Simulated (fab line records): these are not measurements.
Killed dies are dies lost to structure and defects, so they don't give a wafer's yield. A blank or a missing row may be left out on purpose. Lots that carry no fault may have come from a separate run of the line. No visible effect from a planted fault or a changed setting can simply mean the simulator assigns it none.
Matching of chambers -- flow nandHarc -- rieDiel-03 running NHARC_P_ZERO_WELL_DESCUM_54: 4 sister chambers
The step chemistry O2, time 3 s. 8 wafers are shown with their chamber, then 8 later ones without.

EACH WAFER AND ITS CHAMBER
wafer,chamber,drypumpMotorCurrentA (A),oesProductAu (a.u.)
L074.4,1,6.1,1.010
L080.4,2,5.3,1.012
L082.5,3,6.4,0.998
L082.6,2,5.3,0.999
L084.2,0,5.6,1.019
L084.3,1,6.1,1.019
L084.5,3,6.4,0.995
L086.1,0,5.5,1.015

WAFERS WHOSE CHAMBER IS MISSING
wafer,drypumpMotorCurrentA (A),oesProductAu (a.u.)
L086.2,5.3,0.995
L086.5,5.6,1.023
L092.2,6.1,1.012
L092.4,6.4,0.980
L092.6,6.1,1.008
L094.2,6.4,0.984
L094.5,6.1,1.010
L094.6,5.3,1.001

WHICH CHAMBER EACH ONE RAN IN
wafer,from the rows above,in truth
L086.2,2,2
L086.5,0,0
L092.2,1,1
L092.4,3,3
L092.6,1,1
L094.2,3,3
L094.5,1,1
L094.6,2,2
Correct placement for 8 of the 8. From these rows, 0 cannot be placed. Wrongly placed: 0.
How it was worked out, from the rows above alone: a wafer's distance from a chamber is the root of the sum, over the readings, of the square of ((its reading less the chamber's mean) divided by the reading's scatter). The wafer belongs to the nearest chamber; if the next one is less than 2 further off, it can't be placed. For every chamber, the mean is computed from those of its wafers that are shown. The scatter is the square root of a quotient: the sum, over the shown wafers, of each reading's squared deviation from its chamber's mean, divided by wafers minus chambers.
